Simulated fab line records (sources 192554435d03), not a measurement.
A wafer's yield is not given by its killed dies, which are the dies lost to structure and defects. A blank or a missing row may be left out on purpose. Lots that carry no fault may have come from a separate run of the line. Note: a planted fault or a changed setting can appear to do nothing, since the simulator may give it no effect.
fab line records	flow n5-finfet
[record] lots = 9	wafers = 26	last-day = 18
route steps=1938 shown BEOL_M4@1044 PASSIVATION@1936
lots that met no fault: taken from a fault-free run of the same line
start-h: hours from the record's first day to the start of the lot's first wafer shown	wait-h: how many hours have passed since the lot's step before this one	" same as the row above	L1.1+2: one row covering several wafers at once	- no value present, or no start provided	* or withheld: withheld	< > ~ a bound
route shown NAME@n: a module of which the file shows steps, and the number in the route of the first	usual: the fault-free wafers' mean and standard deviation	same: alike in all rows	chamber/n: place in a boat	sites: the reading at each site	_std_site: the standard deviation of these	_edge_site: the outer-site mean with the inner-site mean subtracted	radius-mm: for every site, how far away it sits from the centre of the wafer	mask NAME#n: copy n	behind: the last tool/chamber to shape the wafer	hold: why the lot went on hold/how many hours it stayed there/how the hold came to an end	device: transistor that didn't switch, given as n, p or np	end of line: the same wafers' tests at the end of the route	a step given without rows: its recipe and nothing more	killed: dies lost to structure and defects at the first sort, not the wafer's yield	map: a wafer's dies, x killed, . not, _ none there
set.NAME: the setting as run; set.NAME@STEP: as run at that earlier step	model.NAME: the simulator's own value behind a step, which no gauge read
route steps across a sampled set of lots; one table per step, one row per wafer
services: from which hour (start-h, from the record's first day; less than 0 if before it) a tool's chamber was out of use, for how many hours, and why
[[steps]]
[step N5_BEOL_M4_HM_OPEN_17]
[recipe] chemistry = Cl2/BCl3	target-depth-a = 200	overetch-a = 60	target = TiN	mask-material = SOC	ion-energy-ev = 150	pressure-mtorr = 10	icp-w = 1000	bias-w = 126	Cl2_flow_sccm = 53.25	bcl3-flow-sccm = 21.75	Ar_flow_sccm = 25
[usual] bias-w = 126.0/0.37	drypump-motor-current-A = 5.6/0.53	oes-product-au = 0.62/0.085	throttle-valve-pct = 22.2/0.31
lot.wafer	tool	chamber	start-h	wait-h	bias-w	drypump-motor-current-A	oes-product-au	rf-hours-counter-h	throttle-valve-pct
L586.1	rie-metal-02	0	154.62	0.0	126.1	6.5	0.51	129	22.4
L586.5	"	0	"	"	126.6	6.5	0.52	-	22.4
L586.6	"	1	"	"	125.8	6.2	0.51	-	22.2
L587.3	rie-metal-01	1	163.03	0.3	125.9	5.8	0.69	-	21.8
L587.4	"	0	"	"	125.3	4.8	0.56	-	22.0
L587.6	"	1	"	"	126.0	5.8	0.69	-	21.8
L588.3	rie-metal-01	1	170.23	0.1	125.4	5.8	0.68	-	21.8
L588.5	"	1	"	"	125.9	5.8	0.68	-	21.8
L595.1	rie-metal-03	0	214.24	0.0	126.8	5.9	0.56	97	22.7
L595.2	"	1	"	"	126.1	5.4	0.75	15	22.2
L595.3	"	1	"	"	125.8	5.4	0.75	-	22.2
L594.1	rie-metal-01	0	222.12	0.0	126.2	4.8	0.56	110	22.0
L594.4	"	1	"	"	126.1	5.8	0.68	-	21.8
L594.5	"	1	"	"	126.3	5.8	0.67	-	21.8
L601.2	rie-metal-01	0	249.35	0.0	126.4	4.9	0.55	113	22.0
L601.3	"	1	"	"	126.1	5.8	0.67	-	21.9
L601.5	"	1	"	"	125.9	5.8	0.67	-	21.8
L603.2	rie-metal-01	1	259.72	0.0	125.6	5.8	0.67	45	21.8
L603.5	"	0	"	"	126.2	4.8	0.55	-	22.0
L603.6	"	1	"	"	126.2	5.8	0.66	-	21.8
L608.2	rie-metal-03	1	297.74	0.0	126.7	5.4	0.73	22	22.2
L608.3	"	1	"	"	126.3	5.5	0.73	-	22.2
L608.4	"	0	"	"	125.8	5.9	0.56	-	22.8
L609.1	rie-metal-03	0	305.17	0.0	125.9	5.9	0.55	104	22.7
L609.3	"	0	"	"	125.9	5.9	0.55	-	22.7
L609.6	"	1	"	"	125.9	5.4	0.72	-	22.2
[step N5_BEOL_M4_STRIP_19]
[recipe] chemistry = O2	power-w = 400	temp-c = 40	pressure-mtorr = 30	rf-frequency-hz = 6e+07	bias-power-w = 0	overash-fraction = 0.2	o2-flow-sccm = 225
[usual] drypump-motor-current-A = 5.5/0.43	oes-product-au = 0.81/0.09	rf-vpp-V = 3.6/0.49	showerhead-plenum-p-Torr = 2.14/0.077	temp-c = 39.98/0.11	throttle-valve-pct = 16.70/0.27
lot.wafer	tool	chamber	start-h	wait-h	drypump-motor-current-A	oes-product-au	rf-hours-counter-h	rf-vpp-V	showerhead-plenum-p-Torr	temp-c	throttle-valve-pct
L586.1	rie-diel-01	2	154.79	0.1	5.9	0.69	253	2.9	2.01	39.92	17.34
L586.5	"	2	"	"	5.9	0.69	-	2.6	2.01	40.01	17.36
L586.6	"	1	"	"	5.0	0.69	-	3.6	2.17	40.16	17.03
L587.3	rie-diel-01	1	163.11	0.1	5.0	0.69	216	3.1	2.16	39.85	17.03
L587.4	"	3	"	"	5.6	0.78	-	4.2	2.13	39.91	16.49
L587.6	"	0	"	"	5.8	0.99	-	4.0	2.16	40.05	16.60
L588.3	rie-diel-01	0	170.32	0.1	5.8	0.96	6	3.2	2.15	40.11	16.62
L588.5	"	0	"	"	5.8	0.96	-	2.8	2.15	40.03	16.59
L595.1	rie-diel-01	3	214.35	0.1	5.6	0.76	122	3.2	2.12	39.99	16.53
L595.2	"	0	"	"	5.8	0.91	22	3.4	2.15	39.93	16.65
L595.3	"	1	"	"	5.0	0.67	236	3.8	2.16	39.90	17.08
L594.1	rie-diel-03	3	222.34	0.2	5.4	0.79	101	3.7	2.20	39.86	16.63
L594.4	"	0	"	"	5.5	0.72	197	3.3	1.98	39.98	17.07
L594.5	"	2	"	"	6.0	0.86	-	3.6	2.23	40.03	16.43
L601.2	rie-diel-05	0	249.56	0.2	4.7	0.83	65	4.2	2.13	39.88	16.44
L601.3	"	3	"	"	6.3	0.86	48	3.3	2.07	40.17	16.32
L601.5	"	1	"	"	5.6	0.76	-	3.3	2.04	39.77	16.95
L603.2	rie-diel-03	2	259.83	0.1	6.0	0.84	67	3.1	2.22	39.86	16.46
L603.5	"	0	"	"	5.6	0.71	-	3.0	1.98	39.99	17.09
L603.6	"	1	"	"	5.0	0.88	-	2.9	2.21	39.99	16.42
L608.2	rie-diel-01	2	298.12	0.3	5.9	0.88	44	3.8	2.26	39.95	16.94
L608.3	"	0	"	"	5.8	0.85	54	4.1	2.14	40.02	16.69
L608.4	"	1	"	"	5.0	0.95	7	3.2	2.15	39.95	16.60
L609.1	rie-diel-03	1	305.28	0.1	5.0	0.86	45	3.8	2.20	40.01	16.46
L609.3	"	3	"	"	5.4	0.76	130	3.9	2.19	39.86	16.69
L609.6	"	2	"	"	6.0	0.81	-	3.9	2.21	39.96	16.49
[step N5_BEOL_M4_CD_MEAS_28]
[recipe] target-cd-nm = 26.2	landing-energy-ev = 500	detector = se-inlens	target-cd-y-nm = 24.1	polarity = opening
[usual] cd-nm = 26.13/0.24
lot.wafer	tool	chamber	start-h	wait-h	cd-nm
L586.1	cd-sem-03	0	155.30	-	25.96
L586.5	"	0	"	"	26.11
L586.6	"	0	"	"	26.01
L587.3	cd-sem-03	0	163.50	-	26.65
L587.4	"	0	"	"	25.97
L587.6	"	0	"	"	26.15
L588.3	cd-sem-02	0	170.71	-	26.45
L588.5	"	0	"	"	26.53
L595.1	cd-sem-03	0	214.74	-	25.95
L595.2	"	0	"	"	25.74
L595.3	"	0	"	"	25.98
L594.1	cd-sem-02	0	222.73	-	26.52
L594.4	"	0	"	"	26.73
L594.5	"	0	"	"	26.01
L601.2	cd-sem-03	0	249.95	-	26.11
L601.3	"	0	"	"	26.26
L601.5	"	0	"	"	26.18
L603.2	cd-sem-03	0	260.22	-	26.48
L603.5	"	0	"	"	25.75
L603.6	"	0	"	"	26.16
L608.2	cd-sem-02	0	298.51	-	26.21
L608.3	"	0	"	"	26.05
L608.4	"	0	"	"	26.24
L609.1	cd-sem-01	0	305.80	-	26.15
L609.3	"	0	"	"	25.89
L609.6	"	0	"	"	26.21
[step N5_BEOL_M4_INSPECT_30]
[recipe] mode = adi	inspect-instrument = brightfield
[usual] raw-defect-count = 393/93
lot.wafer	tool	chamber	start-h	wait-h	raw-defect-count
L586.1	defect-inspect-01	-	155.39	0.1	407
L586.5	"	-	"	"	426
L586.6	"	-	"	"	352
L587.3	defect-inspect-01	-	163.59	0.0	460
L587.4	"	-	"	"	517
L587.6	"	-	"	"	354
L588.3	defect-inspect-02	-	170.81	0.1	300
L588.5	"	-	"	"	337
L595.1	defect-inspect-01	-	214.83	0.1	393
L595.2	"	-	"	"	415
L595.3	"	-	"	"	499
L594.1	defect-inspect-02	-	222.81	0.1	331
L594.4	"	-	"	"	352
L594.5	"	-	"	"	390
L601.2	defect-inspect-01	-	250.04	0.0	861
L601.3	"	-	"	"	413
L601.5	"	-	"	"	301
L603.2	defect-inspect-02	-	260.31	0.0	381
L603.5	"	-	"	"	1000
L603.6	"	-	"	"	528
L608.2	defect-inspect-02	-	298.60	0.0	356
L608.3	"	-	"	"	392
L608.4	"	-	"	"	357
L609.1	defect-inspect-01	-	305.88	0.1	394
L609.3	"	-	"	"	417
L609.6	"	-	"	"	365
[step N5_BEOL_M4_STRIP_97]
[recipe] chemistry = N2/H2	time-s = 10	power-w = 450	temp-c = 40	pressure-mtorr = 20	rf-frequency-hz = 6e+07	bias-power-w = 7	n2-flow-sccm = 200	h2-flow-sccm = 200
[usual] drypump-motor-current-A = 5.6/0.39	oes-product-au = 0.81/0.092	rf-vpp-V = 59.4/0.89	showerhead-plenum-p-Torr = 2.58/0.097	temp-c = 40.00/0.12	throttle-valve-pct = 23.5/0.55
lot.wafer	tool	chamber	start-h	wait-h	drypump-motor-current-A	oes-product-au	rf-hours-counter-h	rf-vpp-V	showerhead-plenum-p-Torr	temp-c	throttle-valve-pct
L586.1	rie-diel-05	0	-	-	4.7	0.89	33	59.4	2.59	39.97	23.1
L586.5	"	1	"	"	5.6	0.79	-	58.5	2.44	40.09	23.5
L586.6	"	2	"	"	5.7	0.67	-	58.4	2.48	40.03	23.5
L587.3	rie-diel-01	0	-	-	5.8	0.97	3	59.3	2.59	40.13	23.8
L587.4	"	0	"	"	5.8	0.96	-	59.6	2.59	40.15	23.8
L587.6	"	1	"	"	5.0	0.68	-	59.4	2.63	40.06	24.6
L588.3	rie-diel-03	0	-	-	5.5	0.74	181	57.6	2.42	39.94	24.4
L588.5	"	2	"	"	6.0	0.89	-	60.1	2.67	39.98	22.9
L595.1	rie-diel-05	2	-	-	5.7	0.65	245	58.0	2.47	39.98	23.5
L595.2	"	1	"	"	5.6	0.76	130	58.7	2.43	39.86	23.6
L595.3	"	3	"	"	6.3	0.89	38	58.4	2.45	40.11	22.7
L594.1	rie-diel-05	0	-	-	4.7	0.86	59	59.1	2.58	40.00	23.1
L594.4	"	1	"	"	5.5	0.77	134	60.3	2.43	39.90	23.6
L594.5	"	2	"	"	5.7	0.66	-	59.4	2.47	39.93	23.5
L601.2	rie-diel-03	2	-	-	6.0	0.85	65	59.7	2.66	40.12	23.0
L601.3	"	3	"	"	5.5	0.77	113	59.3	2.64	40.13	23.2
L601.5	"	1	"	"	5.0	0.89	-	59.2	2.72	40.07	23.6
L603.2	rie-diel-01	0	-	-	5.8	0.88	45	58.8	2.57	39.90	23.8
L603.5	"	0	"	"	5.8	0.87	-	59.7	2.57	40.04	23.8
L603.6	"	3	"	"	5.6	0.74	-	60.1	2.53	39.99	23.1
L608.2	rie-diel-03	2	-	-	6.0	0.81	87	59.8	2.65	39.98	23.0
L608.3	"	3	"	"	5.4	0.75	131	60.7	2.63	40.01	23.2
L608.4	"	1	"	"	5.0	0.86	45	60.3	2.71	39.90	23.6
L609.1	rie-diel-05	3	-	-	6.3	0.85	61	60.1	2.44	40.02	22.7
L609.3	"	2	"	"	5.7	1.01	2	57.7	2.47	40.03	23.4
L609.6	"	1	"	"	5.6	0.75	-	60.3	2.42	39.85	23.6
[step N5_BEOL_M4_RC_MEAS_101]
[usual] DIBL_N = 37.5/2.5	DIBL_P = 38/3.1	IOFF_N = 0.19/0.059	IOFF_P = 0.24/0.061	ION_N = 679/16	ION_P = 465/9.8	SS_N = 72.0/0.8	SS_P = 73.7/0.86	VT_N = 248/4.5	VT_P = -249/3.5
lot.wafer	tool	chamber	start-h	wait-h	DIBL_N[mV/V]	DIBL_P[mV/V]	IOFF_N[nA/um]	IOFF_P[nA/um]	ION_N[uA/um]	ION_P[uA/um]	SS_N[mV/dec]	SS_P[mV/dec]	VT_N[mV]	VT_P[mV]
L586.1	prober-02	0	163.35	0.0	34.1	36	0.12	0.20	659	459	70.6	72.8	254	-249
L586.5	"	0	"	"	37.8	37	0.18	0.22	678	466	72.3	73.5	251	-250
L586.6	"	0	"	"	39.7	40	0.23	0.27	679	459	72.7	74.2	248	-245
L587.3	prober-02	0	170.07	0.3	37.3	38	0.18	0.23	677	459	72.0	73.5	250	-250
L587.4	"	0	"	"	37.3	40	0.19	0.27	675	465	72.5	74.2	248	-248
L587.6	"	0	"	"	37.4	38	0.18	0.22	676	460	72.6	73.8	255	-252
L588.3	prober-02	0	179.86	0.3	37.4	40	0.18	0.24	675	466	71.5	73.8	248	-248
L588.5	"	0	"	"	35.7	38	0.14	0.19	666	463	71.5	73.9	254	-252
L595.1	prober-01	0	225.41	0.0	41.4	40	0.27	0.33	702	477	72.5	74.7	244	-244
L595.2	"	0	"	"	37.6	35	0.15	0.21	671	458	71.6	73.5	255	-247
L595.3	"	0	"	"	38.9	38	0.19	0.28	679	468	72.4	73.4	246	-244
L594.1	prober-01	0	237.18	0.1	34.4	35	0.10	0.16	657	453	70.8	73.2	260	-253
L594.4	"	0	"	"	38.7	39	0.18	0.24	673	467	71.8	74.1	247	-249
L594.5	"	0	"	"	37.1	37	0.14	0.20	651	452	71.5	73.1	252	-251
L601.2	prober-01	0	258.22	0.2	39.9	42	0.28	0.31	702	470	72.3	74.8	242	-245
L601.3	"	0	"	"	39.4	43	0.25	0.32	690	468	71.7	75.0	246	-244
L601.5	"	0	"	"	39.4	43	0.26	0.32	686	470	72.6	74.6	243	-246
L603.2	prober-01	0	283.52	0.2	40.7	41	0.24	0.26	697	471	72.1	74.2	243	-248
L603.5	"	0	"	"	38.4	37	0.19	0.20	664	453	72.4	73.8	251	-255
L603.6	"	0	"	"	34.4	34	0.12	0.16	658	449	71.9	72.4	255	-254
L608.2	prober-02	0	312.12	0.2	37.5	39	0.18	0.22	679	466	72.5	73.7	251	-252
L608.3	"	0	"	"	34.7	35	0.13	0.17	673	459	71.5	73.4	254	-252
L608.4	"	0	"	"	37.5	40	0.19	0.26	677	463	72.1	74.5	248	-249
L609.1	prober-02	0	317.13	0.0	36.5	37	0.18	0.22	681	462	72.6	73.0	250	-249
L609.3	"	0	"	"	36.5	39	0.19	0.27	690	476	72.7	74.0	247	-247
L609.6	"	0	"	"	36.0	37	0.15	0.20	677	461	72.3	73.7	253	-253
[step N5_PASSIVATION_PROBE_49]
[usual] defect-limited-yield = 91.0/1.4	killed_at_M0_to_M3 = 35/10	killed_at_M4_up = 14/5.5	killed-at-contacts = 13/5.6	killed-at-front-end = 41/11	killed-at-other = 4/3.4	killed-dies = 106/16	killed-on-rim = 13/4	killed-open = 68/12	killed-short = 35/7.3	sort_bin_4_leakage = 0.3/2.1	sort_bin_5_function = 5.3/0.89	sort_bin_6_memory = 3.4/0.67	sort-n-pass = 1070/28	sort-yield-pct = 90.7/2.4
[same] gross-dies = 1180	killed-at-back-side = 0	sort_bin_8_speed[%] = 0
lot.wafer	tool	chamber	start-h	wait-h	defect-limited-yield[%]	killed_at_M0_to_M3	killed_at_M4_up	killed-at-contacts	killed-at-front-end	killed-at-other	killed-dies	killed-on-rim	killed-open	killed-short	sort_bin_4_leakage[%]	sort_bin_5_function[%]	sort_bin_6_memory[%]	sort-n-pass	sort-yield-pct[%]
L601.2	prober-01	-	374.55	0.1	85.8	42	77	17	29	3	168	32	70	33	0.1	9.5	3.4	1011	85.7
L601.3	prober-01	-	374.60	0.1	92.4	27	11	16	36	0	90	17	60	29	0	4.4	2.9	1090	92.4
L601.5	prober-01	-	374.70	0.2	92.5	38	11	14	26	0	89	8	54	32	0	4.2	3.1	1091	92.5
L603.2	prober-02	-	397.65	0.1	92.0	37	12	7	31	7	94	14	68	25	0.1	4.7	3.2	1085	91.9
L603.5	prober-02	-	397.80	0.2	87.2	33	68	11	32	7	151	23	57	33	0	7.4	3.9	1029	87.2
L603.6	prober-02	-	397.85	0.3	92.5	38	9	10	28	4	89	9	53	35	0	3.5	3.9	1091	92.5
// killed by level:class
L601.2 BEOL_M4:unspecified=60 BEOL_M0_SAQP:geometric-particle:open=14 MOL_CONTACT_COAG:geometric-particle:open=13 BEOL_M0_SAQP:geometric-particle:short=11 STI_FIN_REVEAL:geometric-particle:open=9 BEOL_M2:geometric-particle:open=5 BEOL_M3:geometric-particle:open=5 BEOL_M4:geometric-particle:open=5
L601.3 MOL_CONTACT_COAG:geometric-particle:open=12 STI_FIN_REVEAL:geometric-particle:open=10 BEOL_M0_SAQP:geometric-particle:open=9 FIN_SAQP:geometric-particle:open=7 BEOL_M4:geometric-particle:open=6 BEOL_M0_SAQP:geometric-particle:short=5 FIN_SAQP:geometric-particle:short=4 MOL_CONTACT_COAG:geometric-particle:short=4
L601.5 MOL_CONTACT_COAG:geometric-particle:open=12 BEOL_M0_SAQP:geometric-particle:short=11 BEOL_M3:geometric-particle:open=10 GATE_CUT:geometric-particle:short=9 BEOL_M0_SAQP:geometric-particle:open=9 GATE_CUT:geometric-particle:open=4 FIN_CUT:geometric-particle:short=3 BEOL_M4:geometric-particle:open=3
L603.2 BEOL_M1:geometric-particle:open=11 BEOL_M2:geometric-particle:open=9 BEOL_M0_SAQP:geometric-particle:open=7 STI_FIN_REVEAL:geometric-particle:open=6 MOL_CONTACT_COAG:geometric-particle:open=6 DUMMY_GATE:geometric-particle:open=6 BEOL_M3:geometric-particle:open=4 STARTING-WAFER:geometric-particle:open=4
L603.5 BEOL_M4:unspecified=58 BEOL_M1:geometric-particle:open=9 MOL_CONTACT_COAG:geometric-particle:open=8 STI_FIN_REVEAL:geometric-particle:open=7 BEOL_M3:geometric-particle:open=7 FIN_SAQP:geometric-particle:short=5 BEOL_M1:geometric-particle:short=4 BEOL_M2:geometric-particle:short=4
L603.6 BEOL_M0_SAQP:geometric-particle:short=12 BEOL_M2:geometric-particle:open=8 MOL_CONTACT_COAG:geometric-particle:open=7 BEOL_M1:geometric-particle:open=7 BEOL_M0_SAQP:geometric-particle:open=6 DUMMY_GATE:geometric-particle:open=5 FIN_SAQP:geometric-particle:open=4 GATE_CUT:geometric-particle:short=4
[[services]]
tool	chamber	start-h	hours	kind
rie-metal-03	-	140.87	57.9	repair
rie-diel-01	0	141.30	-	clean
rie-diel-01	0	141.30	-	consumable-replace:focus-ring
rie-diel-01	0	141.30	18.6	scheduled-down
rie-diel-01	0	141.30	18.6	vent-cycle
rie-metal-02	0	145.50	5.4	repair
rie-diel-01	2	159.92	-	clean
rie-diel-01	2	159.92	-	consumable-replace:focus-ring
rie-diel-01	2	159.92	-	consumable-replace:showerhead
rie-diel-01	2	159.92	23.7	scheduled-down
rie-diel-01	2	159.92	23.7	vent-cycle
rie-diel-03	0	167.94	1.8	repair
rie-diel-01	3	233.35	4.4	repair
rie-metal-01	1	235.56	4.2	repair
rie-diel-05	2	248.24	5.7	repair
rie-diel-01	1	255.78	-	clean
rie-diel-01	1	255.78	-	consumable-replace:focus-ring
rie-diel-01	1	255.78	26.3	scheduled-down
rie-diel-01	1	255.78	26.3	vent-cycle
rie-diel-03	1	260.43	9.6	repair
rie-diel-03	3	273.20	6.0	repair
rie-metal-02	-	279.08	0.3	repair
rie-diel-05	-	280.28	28.1	pm
rie-metal-01	0	310.11	4.5	repair
[[key]]
[first-sign] step = N5_BEOL_M4_INSPECT_30	reading = raw-defect-count	direction = up	sigmas = 5.8	usual = 393	struck = 930
[effect] step = N5_PASSIVATION_PROBE_49	reading = killed_at_M4_up	direction = up	sigmas = 11	usual = 14	struck = 72
[more-kills-born-at] N5_BEOL_M4_HM_OPEN_17@rie-metal-01 = 118
met-at N5_BEOL_M4_HM_OPEN_17
struck-lots L601,L603
struck-wafers L601.2,L603.5
not-acting-at N5_BEOL_M4_STRIP_19,N5_BEOL_M4_CD_MEAS_28,N5_BEOL_M4_STRIP_97
onset-between 222.12 249.35
[fault] kind = chamber-particle-source	tool = rie-metal-01	chamber = 0	onset-h = 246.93	steps = N5_BEOL_M4_HM_OPEN_17	rate-per-visit-cm2 = 0.96287	end-h = 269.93
